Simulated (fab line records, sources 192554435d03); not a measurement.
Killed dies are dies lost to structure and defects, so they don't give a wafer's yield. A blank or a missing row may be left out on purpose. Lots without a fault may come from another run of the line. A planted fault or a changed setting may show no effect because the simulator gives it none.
fab line records | flow n5_finfet
record lots=7 wafers=21
route steps=1938 shown SD_ACTIVATION@331 GATE_CUT@510 MOL_CONTACT_COAG@593 BEOL_M0_SAQP@663
start_h: hours from the record's first day to the start of the lot's first wafer shown | wait_h: hours since the lot's step before | " the same as in the row above | L1.1+2: a row that stands for several wafers | - no value, or no start given | * or withheld: withheld | < > ~ a bound
route shown NAME@n: a module of which the file shows steps, and the number in the route of the first | usual: mean/standard deviation of fault-free wafers | same: alike in all rows | chamber/n: place in a boat | sites: the reading at each site | _std_site: their standard deviation | _edge_site: outer sites' mean less inner sites' | radius_mm: how far each site lies from the wafer's centre | mask NAME#n: copy n | behind: the tool/chamber that last shaped the wafer | hold: why the lot was held/for how many hours/how that ended | device: the transistor (n, p or np) that didn't switch | end of line: the same wafers' tests at the end of the route | a step without rows: its recipe alone | killed: dies lost to structure and defects at the first sort, not the wafer's yield | map: a wafer's dies, x killed, . not, _ none there
set.NAME: the setting as run; set.NAME@STEP: as run at that earlier step | model.NAME: the simulator's own value behind a step, which no gauge read
lots whose settings were changed on purpose; a table a step, a row a wafer
## steps
# step N5_SD_ACTIVATION_LSA_01
# recipe temp_c=1080 time_s=0.0008 ambient=N2
# columns lot.wafer tool chamber start_h wait_h set.temp_c
L074.2+3+4 laser_anneal-01 0 58.78 0.2 1080
L075.2+3+6 laser_anneal-02 0 63.57 0.2 1080
L077.1+5+6 laser_anneal-02 0 77.45 0.2 1080
L078.1+3+6 laser_anneal-01 0 83.48 0.2 1080
L088.2+4 laser_anneal-01 0 142.84 0.2 1080
L088.5 " 0 " " 1057
L095.1+3+5 laser_anneal-01 0 183.08 0.2 1080
L096.1+3+5 laser_anneal-01 0 190.65 0.2 1080
# step N5_SD_ACTIVATION_RS_MEAS_03
# recipe thk_meas_gauge=four-point-probe
# usual RS_SD_N=22.0/0.33 RS_SD_P=56.2/0.92
# columns lot.wafer tool chamber start_h wait_h set.time_s@SD_EPI_P_EPI_21 RS_SD_N[ohm/sq] RS_SD_P[ohm/sq]
L074.2 film_metro-02 - 58.97 0.2 331.4 22.1 58.5
L074.3 " - " " 355 21.9 54.9
L074.4 " - " " 331.4 22.2 58.3
L075.2 film_metro-01 - 63.77 0.2 355 21.9 56.8
L075.3 " - " " 355 21.8 55.8
L075.6 " - " " 290.4 21.9 63.0
L077.1 film_metro-01 - 77.65 0.2 355 22.0 56.8
L077.5 " - " " 355 21.6 56.5
L077.6 " - " " 355 21.9 56.3
L078.1 film_metro-02 - 83.68 0.2 355 22.7 56.0
L078.3 " - " " 355 22.3 56.1
L078.6 " - " " 355 22.6 56.4
L088.2 film_metro-01 - 143.03 0.2 395.7 22.3 50.9
L088.4 " - " " 355 22.1 54.6
L088.5 " - " " 395.7 25.0 51.5
L095.1 film_metro-02 - 183.28 0.2 355 22.0 55.0
L095.3 " - " " 389.1 21.8 52.0
L095.5 " - " " 355 21.7 55.6
L096.1 film_metro-02 - 190.86 0.2 330.7 22.2 58.9
L096.3 " - " " 355 21.9 57.1
L096.5 " - " " 355 22.4 55.9
# step N5_GATE_CUT_ALD_22
# recipe material=SiNx target_thk_a=160 temp_c=400 ald_precursor_family=SiH2I2 ald_co_reactant=N2/H2-plasma pulse_time_s=1 ald_cycles=320 purge_time_s=2 co_reactant_purge_time_s=2 pressure_torr=2
# columns lot.wafer tool chamber start_h wait_h set.ald_cycles model.SiNx_of_GATE_CUT_ALD_22.thk_nm
L074.2+3+4 ald_sin-01 1,0,3 85.81 0.2 285 14.2
L075.2+6 ald_sin-01 1,3 90.53 0.7 361 18
L075.3 " 2 " " 320 15.8
L077.1+5 ald_sin-02 1 103.48 0.0 296 14.8
L077.6 " 2 " " 320 16
L078.1+3+6 ald_sin-02 0,1,1 110.99 0.3 320 16
L088.2+4+5 ald_sin-02 1,0,2 169.11 0.0 294 14.6
L095.1+3+5 ald_sin-04 3,0,0 209.26 0.0 320 16
L096.1 ald_sin-02 1 216.59 0.3 320 16
L096.3+5 " 3,1 " " 298 14.8
# step N5_MOL_CONTACT_COAG_COAT_62
# recipe resist=SOC temp_c=250 time_s=60 spin_rpm=1500 resist_thk_nm=60
# columns lot.wafer tool chamber start_h wait_h set.spin_rpm model.SOC_of_MOL_CONTACT_COAG_COAT_62.thk_nm
L074.2+3 litho_track-03 0 100.10 0.0 1500 60
L074.4 " 0 " " 1500 60.2
L075.2 litho_track-03 0 103.57 0.0 1360 63.2
L075.3 " 0 " " 1360 62.8
L075.6 " 0 " " 1500 60.2
L077.1 litho_track-04 0 115.81 0.0 1500 60
L077.5 " 0 " " 1500 60.4
L077.6 " 0 " " 1500 60.2
L078.1 litho_track-03 0 125.92 0.0 1500 59.8
L078.3 " 0 " " 1500 60
L078.6 " 0 " " 1500 60.2
L088.2+5 litho_track-05 0 185.37 0.0 1500 60
L088.4 " 0 " " 1344 63.4
L095.1+3+5 litho_track-04 0 222.85 0.0 1500 60
L096.1 litho_track-04 0 230.33 0.0 1500 60
L096.3 " 0 " " 1500 59.8
L096.5 " 0 " " 1639 57.4
# step N5_MOL_CONTACT_COAG_COAT_64
# recipe resist=underlayer temp_c=205 time_s=60 spin_rpm=1500 resist_thk_nm=10
# columns lot.wafer tool chamber start_h wait_h set.spin_rpm
L074.2+4 litho_track-03 0 - - 1545
L074.3 " 0 " " 1500
L075.2 litho_track-03 0 - - 1500
L075.3+6 " 0 " " 1411
L077.1+6 litho_track-04 0 - - 1571
L077.5 " 0 " " 1500
L078.1+3+6 litho_track-03 0 - - 1500
L088.2 litho_track-05 0 - - 1566
L088.4+5 " 0 " " 1500
L095.1+3 litho_track-04 0 - - 1448
L095.5 " 0 " " 1500
L096.1+3+5 litho_track-04 0 - - 1500
# step N5_MOL_CONTACT_COAG_COAT_34
# recipe resist=CAR-EUV spin_rpm=1500 resist_thk_nm=40
# step N5_MOL_CONTACT_COAG_EBR_36
# recipe solvent=PGMEA ebr_width_mm=1.5
# step N5_MOL_CONTACT_COAG_DESCUM_45
# recipe chemistry=O2 time_s=7 source_power_w=50 bias_power_w=20 pressure_mtorr=20 rf_frequency_hz=2.712e+07 temp_c=40 resist=CAR-EUV o2_flow_sccm=225
# step N5_MOL_CONTACT_COAG_ETCH_65
# recipe chemistry=N2/H2 target=underlayer target_depth_a=130 mask_material=CAR-EUV time_s=10.4 ion_energy_ev=200 pressure_mtorr=30 source_w=840 bias_w=150 n2_flow_sccm=200 h2_flow_sccm=200 ends=cleared
# columns lot.wafer tool chamber start_h wait_h set.spin_rpm@MOL_CONTACT_COAG_COAT_64 model.etch.depth_nm
L074.2 rie_diel-06 0 100.67 0.0 1545 9.91
L074.3 " 3 " " 1500 10.03
L074.4 " 0 " " 1545 9.906
L075.2 rie_diel-02 3 104.11 0.0 1500 10.03
L075.3 " 0 " " 1411 10.34
L075.6 " 0 " " 1411 10.3
L077.1 rie_diel-04 1 116.25 0.0 1571 9.773
L077.5 " 0 " " 1500 9.972
L077.6 " 1 " " 1571 9.748
L078.1+3 rie_diel-02 0,2 126.48 0.0 1500 10.01
L078.6 " 3 " " 1500 10.02
L088.2 rie_diel-04 0 185.81 0.0 1566 9.773
L088.4 " 1 " " 1500 9.948
L088.5 " 3 " " 1500 9.955
L095.1+3 rie_diel-04 0,3 223.29 0.0 1448 10.17
L095.5 " 3 " " 1500 9.968
L096.1 rie_diel-04 0 230.83 0.0 1500 9.963
L096.3 " 3 " " 1500 9.914
L096.5 " 3 " " 1500 9.956
# step N5_MOL_CONTACT_COAG_ETCH_66
# recipe chemistry=CF4 target=SiARC target_depth_a=130 mask_material=CAR-EUV time_s=21.7 ion_energy_ev=80 pressure_mtorr=40 source_w=545 bias_w=36 Ar_flow_sccm=100 cf4_flow_sccm=100 ends=cleared
# step N5_MOL_CONTACT_COAG_ALD_133
# recipe material=SiO2 target_thk_a=50 temp_c=100 ald_precursor_family=BDEAS ald_co_reactant=O2-plasma pulse_time_s=1 co_reactant_pulse_time_s=1 purge_time_s=2 co_reactant_purge_time_s=2 ald_cycles=35 pressure_torr=2
# step N5_MOL_CONTACT_COAG_ETCHBACK_134
# recipe chemistry=CHF3 target=SiO2 target_depth_a=100 time_s=6.7 ion_energy_ev=200 pressure_mtorr=30 source_w=610 bias_w=170 Ar_flow_sccm=200 CHF3_flow_sccm=50
# step N5_MOL_CONTACT_COAG_ETCH_67
# recipe chemistry=N2/H2 target=SOC target_depth_a=600 overetch_a=210 mask_material=SiARC temp_c=40 time_s=101.2 ion_energy_ev=200 pressure_mtorr=30 source_w=840 bias_w=150 n2_flow_sccm=200 h2_flow_sccm=200
# columns lot.wafer tool chamber start_h wait_h set.spin_rpm@MOL_CONTACT_COAG_COAT_62 model.etch.depth_nm
L074.2 rie_diel-04 2 101.02 0.0 1500 59.97
L074.3 " 1 " " 1500 59.99
L074.4 " 3 " " 1500 60.12
L075.2 rie_diel-04 3 104.42 0.0 1360 63.12
L075.3 " 0 " " 1360 62.88
L075.6 " 0 " " 1500 60.12
L077.1 rie_diel-06 3 116.68 0.0 1500 60.04
L077.5 " 0 " " 1500 60.34
L077.6 " 3 " " 1500 60.1
L078.1 rie_diel-04 2 126.96 0.0 1500 59.87
L078.3 " 1 " " 1500 59.99
L078.6 " 1 " " 1500 60.22
L088.2 rie_diel-06 0 186.21 0.0 1500 59.94
L088.4 " 0 " " 1344 63.39
L088.5 " 3 " " 1500 60.02
L095.1 rie_diel-04 3 223.62 0.0 1500 60.03
L095.3 " 1 " " 1500 60.04
L095.5 " 0 " " 1500 60
L096.1 rie_diel-06 1 231.16 0.0 1500 59.96
L096.3 " 0 " " 1500 59.89
L096.5 " 0 " " 1639 57.37
# step N5_MOL_CONTACT_COAG_STRIP_68
# recipe chemistry=N2/H2 temp_c=40 n2_flow_sccm=200 h2_flow_sccm=200 rf_frequency_hz=6e+07
# step N5_MOL_CONTACT_COAG_STRIP_69
# recipe chemistry=N2/H2 temp_c=40 n2_flow_sccm=200 h2_flow_sccm=200 rf_frequency_hz=6e+07
# step N5_MOL_CONTACT_COAG_ETCHBACK_136
# recipe chemistry=CHF3 target=SiO2 target_depth_a=250 time_s=16.7 ion_energy_ev=200 pressure_mtorr=30 source_w=610 bias_w=170 Ar_flow_sccm=200 CHF3_flow_sccm=50
# columns lot.wafer tool chamber start_h wait_h set.spin_rpm@MOL_CONTACT_COAG_COAT_62 model.SOC_of_MOL_CONTACT_COAG_COAT_62.thk_nm
L074.2+3 rie_diel-04 2,1 101.11 0.0 1500 57.2
L074.4 " 3 " " 1500 57.4
L075.2 rie_diel-04 3 104.51 0.0 1360 60.4
L075.3 " 0 " " 1360 60.2
L075.6 " 0 " " 1500 57.4
L077.1+6 rie_diel-06 3 116.77 0.0 1500 57.4
L077.5 " 0 " " 1500 57.6
L078.1+3 rie_diel-04 2,1 127.05 0.0 1500 57.2
L078.6 " 1 " " 1500 57.4
L088.2 rie_diel-06 0 186.30 0.0 1500 57.2
L088.4 " 0 " " 1344 60.6
L088.5 " 3 " " 1500 57.4
L095.1+3+5 rie_diel-04 3,1,0 223.71 0.0 1500 57.2
L096.1 rie_diel-06 1 231.25 0.0 1500 57.2
L096.3 " 0 " " 1500 57
L096.5 " 0 " " 1639 54.4
# step N5_MOL_CONTACT_COAG_STRIP_120
# recipe chemistry=CHF3 resist=SiARC rf_frequency_hz=6e+07
# step N5_MOL_CONTACT_COAG_VIA_ETCH_117
# recipe chemistry=C4F6/O2 target_depth_a=400 overetch_a=80 mask_material=SOC target=SiO2 bias_w=455 pressure_mtorr=10 time_s=26 source_w=325 Ar_flow_sccm=300 C4F6_flow_sccm=10 O2_flow_sccm=10 ion_energy_ev=575.3 ends=end_point
# columns lot.wafer tool chamber start_h wait_h set.spin_rpm@MOL_CONTACT_COAG_COAT_62 model.SOC_of_MOL_CONTACT_COAG_COAT_62.thk_nm
L074.2+4 rie_diel-04 2,3 101.14 0.0 1500 51.6
L074.3 " 1 " " 1500 51.4
L075.2 rie_diel-04 3 104.54 0.0 1360 54.6
L075.3 " 0 " " 1360 54.4
L075.6 " 0 " " 1500 51.6
L077.1+6 rie_diel-06 3 116.80 0.0 1500 51.8
L077.5 " 0 " " 1500 52
L078.1+6 rie_diel-04 2,1 127.08 0.0 1500 51.6
L078.3 " 1 " " 1500 51.4
L088.2 rie_diel-06 0 186.33 0.0 1500 51.4
L088.4 " 0 " " 1344 55
L088.5 " 3 " " 1500 51.8
L095.1+3+5 rie_diel-04 3,1,0 223.74 0.0 1500 51.4
L096.1 rie_diel-06 1 231.28 0.0 1500 51.8
L096.3 " 0 " " 1500 51.2
L096.5 " 0 " " 1639 48.4
# step N5_MOL_CONTACT_COAG_ETCH_124
# recipe chemistry=CH3F/O2 target=SiNx target_depth_a=65 mask_material=SOC stop_on=SiOC over_etch_frac=0.3 ion_energy_ev=120 pressure_mtorr=30 source_w=395 bias_w=73 Ar_flow_sccm=150 CH3F_flow_sccm=30 O2_flow_sccm=20 ends=end_point
# step N5_MOL_CONTACT_COAG_ETCH_48
# recipe chemistry=C4F6/O2 target_depth_a=150 overetch_a=45 mask_material=SOC target=SiOC bias_w=465 pressure_mtorr=10 time_s=17 source_w=335 Ar_flow_sccm=300 C4F6_flow_sccm=10 O2_flow_sccm=10 ion_energy_ev=576
# columns lot.wafer tool chamber start_h wait_h set.spin_rpm@MOL_CONTACT_COAG_COAT_62 model.SOC_of_MOL_CONTACT_COAG_COAT_62.thk_nm
L074.2 rie_diel-04 2 101.21 0.0 1500 46
L074.3 " 1 " " 1500 45.4
L074.4 " 3 " " 1500 45.8
L075.2 rie_diel-04 3 104.61 0.0 1360 48.8
L075.3 " 0 " " 1360 48.6
L075.6 " 0 " " 1500 45.8
L077.1 rie_diel-06 3 116.87 0.0 1500 46
L077.5+6 " 0,3 " " 1500 46.2
L078.1 rie_diel-04 2 127.15 0.0 1500 45.8
L078.3 " 1 " " 1500 45.4
L078.6 " 1 " " 1500 45.6
L088.2 rie_diel-06 0 186.40 0.0 1500 45.6
L088.4 " 0 " " 1344 49.2
L088.5 " 3 " " 1500 46.2
L095.1 rie_diel-04 3 223.81 0.0 1500 45.8
L095.3 " 1 " " 1500 45.4
L095.5 " 0 " " 1500 45.6
L096.1 rie_diel-06 1 231.35 0.0 1500 46.2
L096.3 " 0 " " 1500 45.2
L096.5 " 0 " " 1639 42.4
# step N5_BEOL_M0_SAQP_SPACER1_ALD_98
# recipe material=SiO2 target_thk_a=128 temp_c=300 ald_precursor_family=BDEAS ald_co_reactant=O2-plasma pulse_time_s=1 purge_time_s=2 co_reactant_purge_time_s=2 ald_cycles=138 pressure_torr=2
# columns lot.wafer tool chamber start_h wait_h set.ald_cycles model.SiO2_of_BEOL_M0_SAQP_SPACER1_ALD_98.thk_nm
L074.2 ald_sin-03 3 108.89 0.3 118 10.8
L074.3+4 " 0,2 " " 138 12.8
L075.2+6 ald_sin-01 3,1 113.25 1.1 138 12.8
L075.3 " 0 " " 151 14
L077.1+5+6 ald_sin-02 3,0,1 123.93 0.3 138 12.8
L078.1+3+6 ald_sin-01 0,2,2 134.43 0.3 138 12.8
L088.2+4 ald_sin-03 3,2 194.55 0.3 138 12.8
L088.5 " 3 " " 138 12.6
L095.1 ald_sin-03 2 231.26 0.6 138 12.8
L095.3 " 1 " " 116 10.8
L095.5 " 3 " " 138 12.6
L096.1+3 ald_sin-03 0,2 238.14 0.3 138 12.8
L096.5 " 0 " " 159 14.8
# step N5_BEOL_M0_SAQP_SPACER1_ETCHBACK_99
# recipe chemistry=CHF3/O2 mode=anisotropic_etchback target=SiO2 target_depth_a=154 time_s=7.7 pressure_mtorr=30 source_w=650 bias_w=170 Ar_flow_sccm=200 CHF3_flow_sccm=50 O2_flow_sccm=5 ion_energy_ev=200
# step N5_BEOL_M0_SAQP_MANDREL1_REMOVE_100
# recipe chemistry=HBr/Cl2/O2 bt_time_s=10 target=a-Si stop_on=SiNx endpoint=OES-SiCl over_etch_frac=0.85 icp_w=600 bias_w=30 HBr_flow_sccm=150 Cl2_flow_sccm=80 O2_flow_sccm=5 pressure_mtorr=10
# columns lot.wafer tool chamber start_h wait_h set.ald_cycles@BEOL_M0_SAQP_SPACER1_ALD_98 model.BEOL_M0_SAQP.cd_nm
L074.2 rie_si-01 2 109.45 0.1 118 11
L074.3+4 " 1,3 " " 138 12.8
L075.2+6 rie_si-06 3 113.81 0.1 138 12.8
L075.3 " 1 " " 151 14
L077.1+5+6 rie_si-01 1,1,2 124.58 0.1 138 13
L078.1+6 rie_si-06 1,0 134.99 0.1 138 12.8
L078.3 " 3 " " 138 13
L088.2+4+5 rie_si-01 2,3,3 195.15 0.1 138 12.8
L095.1+5 rie_si-06 3 231.95 0.1 138 12.6
L095.3 " 0 " " 116 10.6
L096.1+3 rie_si-06 0,3 238.70 0.1 138 12.8
L096.5 " 3 " " 159 14.8
# step N5_BEOL_M0_SAQP_CD_MEAS_25
# recipe target_cd_nm=13.1 landing_energy_ev=1000 detector=se_inlens
# usual cd_nm=12.82/0.21
# columns lot.wafer tool chamber start_h wait_h set.ald_cycles@BEOL_M0_SAQP_SPACER1_ALD_98 cd_nm
L074.2 cd_sem-03 0 109.56 0.1 118 10.80
L074.3 " 0 " " 138 12.91
L074.4 " 0 " " 138 12.87
L075.2 cd_sem-01 0 113.92 0.1 138 12.88
L075.3 " 0 " " 151 14.15
L075.6 " 0 " " 138 13.34
L077.1 cd_sem-03 0 124.69 0.1 138 13.17
L077.5 " 0 " " 138 12.97
L077.6 " 0 " " 138 12.86
L078.1 cd_sem-01 0 135.10 0.1 138 12.86
L078.3 " 0 " " 138 12.88
L078.6 " 0 " " 138 12.84
L088.2 cd_sem-02 0 195.27 0.1 138 12.85
L088.4 " 0 " " 138 12.87
L088.5 " 0 " " 138 12.81
L095.1 cd_sem-01 0 232.06 0.1 138 12.67
L095.3 " 0 " " 116 10.84
L095.5 " 0 " " 138 12.78
L096.1 cd_sem-01 0 238.81 0.1 138 12.75
L096.3 " 0 " " 138 12.96
L096.5 " 0 " " 159 14.76
# step N5_BEOL_M0_SAQP_ETCH_106
# recipe chemistry=N2/H2 target=SOC target_depth_a=1500 stop_on=SiNx ion_energy_ev=100 bias_w=61 pressure_mtorr=30 source_w=850 n2_flow_sccm=200 h2_flow_sccm=200
# columns lot.wafer tool chamber start_h wait_h set.target_depth_a model.SOC_of_BEOL_M0_SAQP_COAT_105.thk_nm
L074.2 rie_diel-03 1 110.35 - 1500 24.6
L074.3 " 3 " " 1500 23.8
L074.4 " 0 " " 1500 25.8
L075.2 rie_diel-03 0 114.81 - 1402 31.2
L075.3 " 3 " " 1500 24.2
L075.6 " 2 " " 1500 24.4
L077.1 rie_diel-01 3 125.60 - 1500 25.2
L077.5 " 3 " " 1341 32.2
L077.6 " 0 " " 1341 31.8
L078.1 rie_diel-05 3 135.81 - 1500 23.2
L078.3 " 0 " " 1500 21
L078.6 " 3 " " 1500 23.6
L088.2 rie_diel-05 0 196.07 - 1500 22.2
L088.4 " 3 " " 1500 25.6
L088.5 " 3 " " 1500 25.4
L095.1 rie_diel-03 1 233.29 - 1500 24.2
L095.3 " 2 " " 1500 24.8
L095.5 " 1 " " 1421 28.8
L096.1 rie_diel-01 3 239.52 - 1500 24.8
L096.3 " 0 " " 1500 23.6
L096.5 " 0 " " 1500 23
# step N5_BEOL_M0_SAQP_COAT_34
# recipe resist=CAR-EUV spin_rpm=1500 resist_thk_nm=30
# columns lot.wafer tool chamber start_h wait_h set.spin_rpm model.CAR-EUV_of_BEOL_M0_SAQP_COAT_34.thk_nm
L074.2+4 litho_track-05 0 - - 1500 30
L074.3 " 0 " " 1663 28.4
L075.2 litho_track-02 0 - - 1500 30
L075.3+6 " 0 " " 1373 31.2
L077.1 litho_track-01 0 - - 1607 29
L077.5+6 " 0 " " 1500 30.2
L078.1 litho_track-02 0 - - 1500 30.2
L078.3+6 " 0 " " 1500 30
L088.2+5 litho_track-01 0 - - 1500 30.2
L088.4 " 0 " " 1607 29.2
L095.1+3 litho_track-02 0 - - 1549 29.6
L095.5 " 0 " " 1500 30
L096.1+5 litho_track-02 0 - - 1500 30
L096.3 " 0 " " 1563 29.2
# step N5_BEOL_M0_SAQP_EBR_36
# recipe solvent=PGMEA ebr_width_mm=1.5
# step N5_BEOL_M0_SAQP_SOFTBAKE_35
# recipe temp_c=110 time_s=60 resist=CAR-EUV
# step N5_BEOL_M0_SAQP_EXPOSE_37
# recipe mask_id=M0_CUT1 na=0.33 source_shape=annular sigma_inner=0.35 sigma_outer=0.8 polarization=unpolarized target_cd_nm=30 dose_mj=44.75
# step N5_BEOL_M0_SAQP_PEB_38
# recipe peb_temp_c=100 peb_time_s=60 resist=CAR-EUV
# step N5_BEOL_M0_SAQP_DEVELOP_39
# recipe develop_time_s=30 developer=TMAH resist=CAR-EUV rinse_liquid=surfactant_rinse dry=air_spin dev_temp_c=23
# columns lot.wafer tool chamber start_h wait_h set.spin_rpm@BEOL_M0_SAQP_COAT_34 model.CAR-EUV_of_BEOL_M0_SAQP_COAT_34.thk_nm
L074.2 litho_track-01 0 - - 1500 29.6
L074.3 " 0 " " 1663 28
L074.4 " 0 " " 1500 29.4
L075.2 litho_track-05 0 - - 1500 29.4
L075.3+6 " 0 " " 1373 30.8
L077.1 litho_track-05 0 - - 1607 28.6
L077.5+6 " 0 " " 1500 29.6
L078.1+3+6 litho_track-05 0 - - 1500 29.6
L088.2 litho_track-01 0 - - 1500 29.8
L088.4 " 0 " " 1607 28.8
L088.5 " 0 " " 1500 29.6
L095.1 litho_track-02 0 - - 1549 29
L095.3 " 0 " " 1549 29.2
L095.5 " 0 " " 1500 29.6
L096.1 litho_track-05 0 - - 1500 29.4
L096.3 " 0 " " 1563 28.8
L096.5 " 0 " " 1500 29.6
## key
split step=N5_SD_ACTIVATION_LSA_01 setting=temp_c stated=1080 by=wafer
response none clear
split step=N5_GATE_CUT_ALD_22 setting=ald_cycles stated=320 by=wafer
response step=N5_GATE_CUT_ALD_22 reading=model.SiNx_of_GATE_CUT_ALD_22.thk_nm change=+0.17 per=1% r=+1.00
split step=N5_MOL_CONTACT_COAG_COAT_62 setting=spin_rpm stated=1500 by=wafer
response step=N5_MOL_CONTACT_COAG_COAT_62 reading=model.SOC_of_MOL_CONTACT_COAG_COAT_62.thk_nm change=-0.301 per=1% r=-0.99
response step=N5_MOL_CONTACT_COAG_ETCH_67 reading=model.etch.depth_nm change=-0.306 per=1% r=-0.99
response step=N5_MOL_CONTACT_COAG_ETCHBACK_136 reading=model.SOC_of_MOL_CONTACT_COAG_COAT_62.thk_nm change=-0.307 per=1% r=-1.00
response step=N5_MOL_CONTACT_COAG_VIA_ETCH_117 reading=model.SOC_of_MOL_CONTACT_COAG_COAT_62.thk_nm change=-0.324 per=1% r=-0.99
response step=N5_MOL_CONTACT_COAG_ETCH_48 reading=model.SOC_of_MOL_CONTACT_COAG_COAT_62.thk_nm change=-0.327 per=1% r=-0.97
split step=N5_MOL_CONTACT_COAG_COAT_64 setting=spin_rpm stated=1500 by=wafer
response step=N5_MOL_CONTACT_COAG_ETCH_65 reading=model.etch.depth_nm change=-0.0465 per=1% r=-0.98
split step=N5_BEOL_M0_SAQP_SPACER1_ALD_98 setting=ald_cycles stated=138 by=wafer
response step=N5_BEOL_M0_SAQP_SPACER1_ALD_98 reading=model.SiO2_of_BEOL_M0_SAQP_SPACER1_ALD_98.thk_nm change=+0.129 per=1% r=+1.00
response step=N5_BEOL_M0_SAQP_MANDREL1_REMOVE_100 reading=model.BEOL_M0_SAQP.cd_nm change=+0.127 per=1% r=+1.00
response step=N5_BEOL_M0_SAQP_CD_MEAS_25 reading=cd_nm change=+0.126 per=1% r=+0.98
split step=N5_BEOL_M0_SAQP_ETCH_106 setting=target_depth_a stated=1500 by=wafer
response step=N5_BEOL_M0_SAQP_ETCH_106 reading=model.SOC_of_BEOL_M0_SAQP_COAT_105.thk_nm change=-0.765 per=1% r=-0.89
split step=N5_BEOL_M0_SAQP_COAT_34 setting=spin_rpm stated=1500 by=wafer
response step=N5_BEOL_M0_SAQP_COAT_34 reading=model.CAR-EUV_of_BEOL_M0_SAQP_COAT_34.thk_nm change=-0.15 per=1% r=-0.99
response step=N5_BEOL_M0_SAQP_DEVELOP_39 reading=model.CAR-EUV_of_BEOL_M0_SAQP_COAT_34.thk_nm change=-0.145 per=1% r=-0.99
split outside_this_file step=N5_SD_EPI_P_EPI_21 setting=time_s
# split outside_this_file: this setting was split too, and the file shows its column; the key of that split is in another file
